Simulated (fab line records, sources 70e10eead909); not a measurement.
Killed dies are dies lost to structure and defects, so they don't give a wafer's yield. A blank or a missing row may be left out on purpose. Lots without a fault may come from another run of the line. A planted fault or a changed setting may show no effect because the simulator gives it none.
Chamber matching | flow nand_harc | NHARC_THIN_TSV_DEP_43 on pecvd-03: 3 sister chambers
The step deposits SiO2, target thk 1328.5 nm. 6 wafers are shown with their chamber, then 7 later ones without.

WAFERS WITH THEIR CHAMBER
wafer  | chamber | throttle_valve_pct (%)
L885.1 | 1       | 15.7
L885.6 | 0       | 16.4
L886.1 | 1       | 15.8
L886.4 | 0       | 16.5
L895.2 | 2       | 15.5
L895.4 | 2       | 15.7

WAFERS WITHOUT THEIR CHAMBER
wafer  | throttle_valve_pct (%)
L895.5 | 16.7
L897.1 | 16.5
L897.5 | 16.8
L897.6 | 15.3
L899.1 | 15.3
L899.2 | 15.3
L899.3 | 16.9

WHICH CHAMBER EACH WENT THROUGH
wafer  | from the rows above     | in truth
L895.5 | 0                       | 0
L897.1 | 0                       | 0
L897.5 | 0                       | 0
L897.6 | can't be placed: 2 or 1 | 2
L899.1 | can't be placed: 2 or 1 | 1
L899.2 | can't be placed: 2 or 1 | 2
L899.3 | 0                       | 0
Placed correctly: 4 of 7. Can't be placed from these rows: 3 (the true chamber is among the candidates in 3). Placed wrongly: 0.
How it was worked out, from the rows above alone: a wafer's distance from a chamber is the root of the sum, over the readings, of the square of ((its reading less the chamber's mean) divided by the reading's scatter). The wafer belongs to the nearest chamber; if the next one is less than 2 further off, it can't be placed. A chamber's mean is the mean of its shown wafers. The scatter: the root of (the sum of the squares of (reading less its chamber's mean) over the shown wafers, divided by (wafers less chambers)).
